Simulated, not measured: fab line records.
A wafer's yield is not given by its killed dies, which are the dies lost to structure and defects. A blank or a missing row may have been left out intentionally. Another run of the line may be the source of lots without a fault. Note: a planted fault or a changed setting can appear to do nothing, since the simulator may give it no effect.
fab line records	flow nand_harc
record lots=13	wafers=39	last_day=33
route steps=1302 shown P_CONTACT@234 P_M0@253 END@1302
lots with no fault: from the same line, run without faults
start_h: start of the lot's first displayed wafer, in hours after the record's first day	wait_h: time in hours since the lot's previous step	" the same as in the row above	L1.1+2: several wafers, shown together as one row	- no value, or no start given	* or withheld: withheld	< > ~ a bound
route shown NAME@n: names a module that has steps shown in the file, with the first one's number in the route	usual: mean and standard deviation over wafers with no fault	same: alike in all rows	chamber/n: place in a boat	sites: readings site by site	_std_site: how widely they spread, as a standard deviation	_edge_site: outer sites' mean less inner sites'	radius_mm: for every site, how far away it sits from the centre of the wafer	mask NAME#n: copy n	behind: the most recent tool/chamber to have shaped the wafer	hold: cause of the lot's hold/its duration in hours/its outcome	device: which transistor (n, p or np) failed to switch	end of line: the route-end tests of the same wafers	a step given without rows: its recipe and nothing more	killed: the dies lost at the first sort to structure and to defects; this is not the yield of the wafer	map: a wafer's dies, marking killed ones x, the rest . and places with no die _
set.NAME: the setting that was run; set.NAME@STEP: the one run at that earlier step	model.NAME: the simulator's own value behind a step, which no gauge read
steps of the route over a sample of lots; a table a step, a row a wafer
services: when a tool's chamber went out of use (start_h, in hours from the record's first day, below 0 if earlier), for how many hours, and the reason
## steps
# step NHARC_P_CONTACT_INSPECT_14
# usual raw_defect_count=4.2/2.5
lot.wafer	tool	chamber	start_h	wait_h	raw_defect_count
L185.4	defect_inspect-01	-	123.97	0.0	1
L185.5	"	-	"	"	5
L185.6	"	-	"	"	3
L186.2	defect_inspect-02	-	130.57	0.0	6
L186.3	"	-	"	"	6
L186.6	"	-	"	"	7
L188.2	defect_inspect-02	-	144.13	0.0	4
L188.4	"	-	"	"	3
L188.5	"	-	"	"	6
L189.1	defect_inspect-02	-	158.48	0.0	4
L189.4	"	-	"	"	7
L189.5	"	-	"	"	4
L198.4	defect_inspect-02	-	242.90	0.0	1
L198.5	"	-	"	"	1
L198.6	"	-	"	"	3
L199.2	defect_inspect-02	-	268.82	0.0	2
L199.4	"	-	"	"	4
L199.5	"	-	"	"	2
L202.1	defect_inspect-02	-	288.37	0.0	1
L202.2	"	-	"	"	5
L202.6	"	-	"	"	3
L203.3	defect_inspect-01	-	306.22	0.0	4
L203.4	"	-	"	"	6
L203.5	"	-	"	"	3
L205.1	defect_inspect-02	-	313.27	0.0	1
L205.2	"	-	"	"	6
L205.6	"	-	"	"	4
L204.3	defect_inspect-02	-	313.51	0.0	4
L204.4	"	-	"	"	4
L204.5	"	-	"	"	7
L206.2	defect_inspect-02	-	324.71	0.0	6
L206.5	"	-	"	"	11
L206.6	"	-	"	"	11
L207.1	defect_inspect-01	-	335.92	0.0	12
L207.3	"	-	"	"	11
L207.6	"	-	"	"	6
L208.3	defect_inspect-02	-	344.56	0.0	10
L208.4	"	-	"	"	2
L208.6	"	-	"	"	3
# step NHARC_P_CONTACT_PVD_32
# recipe target_thk_a=50	chamber_pressure_pa=5	power_w=5000	substrate_temp_c=200	time_s=17.7	material=Ti
# usual throttle_valve_pct=30.2/0.97
lot.wafer	tool	chamber	start_h	wait_h	throttle_valve_pct
L185.4	pvd_sputter-03	-	-	-	28.7
L185.5	"	-	"	"	29.9
L185.6	"	-	"	"	31.8
L186.3	pvd_sputter-02	-	-	-	29.9
L186.2	"	-	"	"	29.1
L186.6	"	-	"	"	30.8
L188.2	pvd_sputter-01	-	-	-	29.1
L188.4	"	-	"	"	29.5
L188.5	"	-	"	"	28.7
L189.1	pvd_sputter-01	-	-	-	31.1
L189.4	"	-	"	"	28.8
L189.5	"	-	"	"	30.6
L198.4	pvd_sputter-03	-	-	-	29.6
L198.5	"	-	"	"	29.9
L198.6	"	-	"	"	30.0
L199.4	pvd_sputter-03	-	-	-	30.0
L199.2	"	-	"	"	31.5
L199.5	"	-	"	"	30.3
L202.2	pvd_sputter-01	-	-	-	31.6
L202.1	"	-	"	"	28.2
L202.6	"	-	"	"	31.1
L203.3	pvd_sputter-03	-	-	-	29.6
L203.4	"	-	"	"	30.0
L203.5	"	-	"	"	31.6
L205.1	pvd_sputter-01	-	-	-	31.5
L205.2	"	-	"	"	27.9
L205.6	"	-	"	"	31.5
L204.3	pvd_sputter-02	-	-	-	30.1
L204.4	"	-	"	"	29.0
L204.5	"	-	"	"	29.7
L206.2	pvd_sputter-03	-	-	-	30.2
L206.6	"	-	"	"	30.0
L206.5	"	-	"	"	30.7
L207.1	pvd_sputter-03	-	-	-	30.5
L207.3	"	-	"	"	30.1
L207.6	"	-	"	"	30.3
L208.3	pvd_sputter-03	-	-	-	29.6
L208.4	"	-	"	"	29.8
L208.6	"	-	"	"	30.0
# step NHARC_P_M0_DEP_00
# recipe target_thk_a=1500	target_thk_nm=150	temp_c=withheld	pressure_torr=5	flow_sccm=200	rf_w=600	material=SiOC
lot.wafer	tool	chamber	start_h	wait_h
L185.5+4+6	pecvd-04	1,2,0	127.41	0.2
L186.2+3+6	pecvd-04	1,2,1	133.92	0.1
L188.2+4+5	pecvd-04	1,0,2	147.56	0.1
L189.1+4+5	pecvd-04	1,1,0	161.73	0.1
L198.4+5+6	pecvd-04	1,2,0	247.55	0.2
L199.2+4+5	pecvd-02	1,1,0	272.38	0.1
L202.1+2+6	pecvd-01	0,2,1	291.57	0.1
L203.3+4+5	pecvd-01	0,1,0	309.52	0.2
L205.1+2+6	pecvd-04	2,1,0	316.49	0.1
L204.3+5+4	pecvd-04	2,0,1	316.76	0.1
L206.2+5+6	pecvd-01	2,1,2	328.15	0.2
L207.1+3+6	pecvd-04	0,1,1	339.12	0.1
L208.3+4+6	pecvd-04	1,2,0	347.76	0.1
# step NHARC_P_M0_INSPECT_11
# usual raw_defect_count=4.5/2.6
lot.wafer	tool	chamber	start_h	wait_h	hold	raw_defect_count
L185.4	defect_inspect-01	-	128.12	0.0	-	2
L185.5	"	-	"	"	-	3
L185.6	"	-	"	"	-	4
L186.2	defect_inspect-01	-	134.88	0.0	-	6
L186.3	"	-	"	"	-	2
L186.6	"	-	"	"	-	6
L188.2	defect_inspect-01	-	148.47	0.0	await_dispo/0.2h/release	398
L188.4	"	-	"	"	await_dispo/0.2h/release	328
L188.5	"	-	"	"	await_dispo/0.2h/release	374
L188.2	defect_inspect-01	-	148.64	0.2	-	401
L188.4	"	-	"	"	-	338
L188.5	"	-	"	"	-	374
L189.1	defect_inspect-01	-	162.69	0.0	await_dispo/0.2h/release	400
L189.4	"	-	"	"	await_dispo/0.2h/release	386
L189.5	"	-	"	"	await_dispo/0.2h/release	428
L189.1	defect_inspect-01	-	162.86	0.2	-	399
L189.4	"	-	"	"	-	375
L189.5	"	-	"	"	-	424
L198.4	defect_inspect-01	-	248.25	0.0	-	1
L198.5	"	-	"	"	-	2
L198.6	"	-	"	"	-	4
L199.2	defect_inspect-02	-	273.35	0.0	-	5
L199.4	"	-	"	"	-	6
L199.5	"	-	"	"	-	7
L202.1	defect_inspect-02	-	292.40	0.0	-	4
L202.2	"	-	"	"	-	2
L202.6	"	-	"	"	-	2
L203.3	defect_inspect-02	-	310.39	0.0	-	4
L203.4	"	-	"	"	-	6
L203.5	"	-	"	"	-	4
L205.1	defect_inspect-01	-	317.46	0.0	-	3
L205.2	"	-	"	"	-	9
L205.6	"	-	"	"	-	3
L204.3	defect_inspect-02	-	317.72	0.0	-	7
L204.4	"	-	"	"	-	7
L204.5	"	-	"	"	-	7
L206.2	defect_inspect-02	-	329.02	0.0	-	9
L206.5	"	-	"	"	-	10
L206.6	"	-	"	"	-	11
L207.1	defect_inspect-02	-	339.96	0.0	-	13
L207.3	"	-	"	"	-	15
L207.6	"	-	"	"	-	7
L208.3	defect_inspect-01	-	348.71	0.0	-	7
L208.4	"	-	"	"	-	4
L208.6	"	-	"	"	-	5
# step NHARC_P_M0_ETCH_34
# recipe target_depth_a=400	overetch_a=120	time_s=43.94	ion_energy_ev=200	n2_flow_sccm=150	h2_flow_sccm=150	ar_flow_sccm=0	rf_w=400	bias_w=150	chemistry=N2/H2
# usual drypump_motor_current_A=5.7/0.47	oes_product_au=1.003/0.0083	rf_vpp_V=432.1/1.5	showerhead_plenum_p_Torr=2.10/0.045	throttle_valve_pct=14.171/0.0099
lot.wafer	tool	chamber	start_h	wait_h	drypump_motor_current_A	oes_product_au	rf_hours_counter_h	rf_vpp_V	showerhead_plenum_p_Torr	throttle_valve_pct
L185.4	rie_diel-13	2	128.28	0.1	6.0	1.005	21	433.0	2.15	14.179
L185.6	"	3	"	"	5.2	1.004	-	432.7	2.11	14.173
L185.5	"	0	"	"	5.8	0.980	-	431.1	2.05	14.192
L186.2	rie_diel-13	2	135.03	0.1	6.0	1.000	22	434.4	2.14	14.181
L186.3	"	3	"	"	5.2	1.017	23	432.7	2.11	14.183
L186.6	"	2	"	"	6.0	1.012	-	433.0	2.15	14.169
L198.4	rie_diel-13	2	248.39	0.1	6.0	1.000	16	432.6	2.14	14.175
L198.5	"	2	"	"	6.0	0.995	-	433.1	2.14	14.187
L198.6	"	3	"	"	5.2	0.999	-	432.6	2.10	14.149
L199.4	rie_diel-02	0	273.50	0.1	4.9	0.998	15	433.3	2.14	14.149
L199.2	"	1	"	"	6.0	0.998	14	435.1	2.19	14.168
L199.5	"	0	"	"	4.9	0.991	-	432.7	2.14	14.171
L202.1	rie_diel-13	1	292.75	0.2	6.1	1.000	21	433.2	2.10	14.169
L202.2	"	0	"	"	5.8	1.005	21	430.4	2.04	14.195
L202.6	"	2	"	"	6.0	0.999	-	432.9	2.14	14.178
L203.4	rie_diel-13	1	310.53	0.1	6.1	1.000	24	432.3	2.10	14.169
L203.3	"	2	"	"	6.1	0.999	24	432.7	2.13	14.165
L203.5	"	1	"	"	6.1	0.993	-	430.7	2.10	14.173
L205.1	rie_diel-05	0	317.61	0.1	4.7	1.012	25	434.7	2.19	14.168
L205.2	"	3	"	"	5.8	1.005	23	433.4	2.09	14.181
L205.6	"	0	"	"	4.7	1.000	-	434.2	2.19	14.169
L204.4	rie_diel-13	2	317.87	0.1	6.0	0.999	24	432.0	2.13	14.162
L204.3	"	0	"	"	5.8	1.005	25	429.7	2.04	14.183
L204.5	"	1	"	"	6.1	1.007	-	432.8	2.10	14.197
L206.2	rie_diel-13	1	329.17	0.1	6.1	0.997	27	431.4	2.10	14.162
L206.5	"	1	"	"	6.1	1.006	-	432.3	2.10	14.173
L206.6	"	2	"	"	6.0	1.009	-	433.1	2.13	14.169
L207.3	rie_diel-13	0	340.11	0.1	5.8	1.014	28	430.3	2.04	14.181
L207.1	"	3	"	"	5.2	1.016	27	432.9	2.10	14.161
L207.6	"	1	"	"	6.1	1.002	-	431.5	2.10	14.174
L208.4	rie_diel-02	0	348.87	0.1	4.9	0.998	41	432.3	2.13	14.175
L208.3	"	1	"	"	6.1	0.997	38	435.0	2.18	14.187
L208.6	"	3	"	"	5.1	0.998	-	428.0	1.97	14.167
# step NHARC_END_SORT_01
# recipe temp_c=25
# usual defect_limited_yield=91.6/2.8	killed_at_array=52/18	killed_at_other=0.6/1.1	killed_at_periphery=3.7/2.4	killed_dies=57/19	killed_open=3.1/1.7	killed_short=2.5/1.7	sort_bin_2_pct=3.0/1.2	sort_bin_3_pct=0.6/0.38	sort_bin_4_pct=4.8/1.7	sort_n_pass=620/19	sort_rim_yield_pct=91/4.1	sort_yield_pct=91.6/2.8
# same gross_dies=677	sort_bin_5_pct[%]=0	sort_bin_6_pct[%]=0	sort_bin_7_pct[%]=0	sort_bin_8_pct[%]=0	sort_rim_n_gross=106.00
lot.wafer	tool	chamber	start_h	wait_h	defect_limited_yield[%]	killed_at_array	killed_at_other	killed_at_periphery	killed_dies	killed_open	killed_short	sort_bin_2_pct[%]	sort_bin_3_pct[%]	sort_bin_4_pct[%]	sort_n_pass	sort_rim_yield_pct[%]	sort_yield_pct[%]
L202.1	prober-01	0	729.89	2.5	90.4	63	0	2	65	4	3	4.3	0.7	4.6	612	91	90.4
L202.2	prober-01	0	730.67	2.8	90.0	64	0	4	68	2	0	3.1	0.4	6.5	609	85	90.0
L202.6	prober-01	0	733.81	3.9	88.6	73	0	4	77	2	0	3.4	0.4	7.5	600	89	88.6
# killed by level:class
L202.1 A_SLIT:chamber_film_flake=31 A_CHANNEL_HOLE_D1:chamber_film_flake=18 A_STAIRCASE:chamber_film_flake=4 A_CONTACT:chamber_film_flake=3 A_CHANNEL_FILL_D1:chamber_film_flake=2 P_GATE:geometric_particle:open=1 P_M0:geometric_particle:short=1 A_SOURCE_PLATE:geometric_particle:short=1
L202.2 A_SLIT:chamber_film_flake=35 A_CHANNEL_HOLE_D1:chamber_film_flake=20 A_CONTACT:chamber_film_flake=4 P_GATE:geometric_particle:open=1 A_M0:geometric_particle:open=1 P_STI:chamber_film_flake=1 P_GATE:chamber_film_flake=1 P_M1:chamber_film_flake=1
L202.6 A_SLIT:chamber_film_flake=37 A_CHANNEL_HOLE_D1:chamber_film_flake=27 A_CHANNEL_FILL_D1:chamber_film_flake=2 A_STAIRCASE:chamber_film_flake=2 A_CONTACT:chamber_film_flake=2 P_STI:geometric_particle:open=1 A_BLC:geometric_particle:open=1 P_M1:chamber_film_flake=1
## services
tool	chamber	start_h	hours	kind
pvd_sputter-02	-	108.42	10.0	pm
pecvd-01	0	114.49	4.6	repair
rie_diel-13	1	115.20	4.2	repair
pecvd-01	-	130.25	13.0	pm
pecvd-02	1	143.01	19.2	repair
rie_diel-13	-	165.09	9.0	pm
pvd_sputter-03	-	170.00	10.0	pm
rie_diel-02	-	218.34	9.0	pm
pecvd-02	-	227.00	13.0	pm
rie_diel-05	-	232.06	9.0	pm
pvd_sputter-02	-	241.41	9.2	repair
pvd_sputter-01	-	250.30	10.0	pm
pecvd-04	-	269.00	13.0	pm
pecvd-04	0	269.00	13.0	vent_cycle
pecvd-04	1	269.00	13.0	vent_cycle
pecvd-02	2	269.54	8.8	repair
pvd_sputter-02	-	286.42	10.0	pm
pvd_sputter-02	-	302.70	0.7	repair
pecvd-01	-	311.25	13.0	pm
pecvd-04	2	318.15	5.7	repair
rie_diel-05	2	324.99	19.8	repair
rie_diel-13	-	325.27	0.3	repair
rie_diel-13	-	342.16	9.0	pm
pvd_sputter-03	-	348.00	10.0	pm
## key
first_sign step=NHARC_P_M0_INSPECT_11	reading=visit	direction=added
effect step=NHARC_P_M0_INSPECT_11	reading=raw_defect_count	direction=up	sigmas=99+	usual=4.5	struck=385.7
met_at NHARC_P_M0_DEP_00
struck_lots L188,L189
scrapped_behind NHARC_P_M0_INSPECT_11 L188.2,L188.4,L188.5,L189.1,L189.4,L189.5
not_acting_at NHARC_P_CONTACT_INSPECT_14,NHARC_P_CONTACT_PVD_32,NHARC_P_M0_ETCH_34
onset_between 133.92 147.56
fault kind=chamber_particle_source	tool=pecvd-04	chamber=-	onset_h=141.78	steps=NHARC_P_M0_DEP_00	rate_per_visit_cm2=0.58032	end_h=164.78
